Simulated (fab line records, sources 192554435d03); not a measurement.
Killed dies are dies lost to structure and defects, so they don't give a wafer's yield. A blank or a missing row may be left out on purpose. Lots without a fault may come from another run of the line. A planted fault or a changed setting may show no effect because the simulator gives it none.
Chamber matching | flow n5_finfet | N5_BEOL_M6_STRIP_67 on rie_diel-03: 4 sister chambers
The step strips in CF4. 4 wafers are shown with their chamber, then 11 later ones without.

WAFERS WITH THEIR CHAMBER
wafer  | chamber | drypump_motor_current_A (A)
L084.2 | 1       | 6.5
L084.3 | 3       | 4.8
L085.5 | 2       | 5.3
L087.4 | 0       | 5.5

WAFERS WITHOUT THEIR CHAMBER
wafer  | drypump_motor_current_A (A)
L087.5 | 6.5
L087.6 | 5.5
L091.2 | 4.8
L091.3 | 6.5
L091.4 | 5.5
L093.2 | 5.5
L093.3 | 4.8
L093.4 | 5.5
L096.2 | 5.6
L096.4 | 6.5
L096.6 | 4.9

WHICH CHAMBER EACH WENT THROUGH
wafer  | from the rows above | in truth
L087.5 | 1                   | 1
L087.6 | 0                   | 0
L091.2 | 3                   | 3
L091.3 | 1                   | 1
L091.4 | 0                   | 0
L093.2 | 0                   | 0
L093.3 | 3                   | 3
L093.4 | 0                   | 0
L096.2 | 0                   | 0
L096.4 | 1                   | 1
L096.6 | 3                   | 3
Placed correctly: 11 of 11. Can't be placed from these rows: 0. Placed wrongly: 0.
How it was worked out, from the rows above alone: a wafer's distance from a chamber is the root of the sum, over the readings, of the square of ((its reading less the chamber's mean) divided by the reading's scatter). The wafer belongs to the nearest chamber; if the next one is less than 2 further off, it can't be placed. A chamber's mean is the mean of its shown wafers. The scatter: with one shown wafer a chamber, the root of the mean of the squares of how far each hidden wafer lies from its nearest shown one.
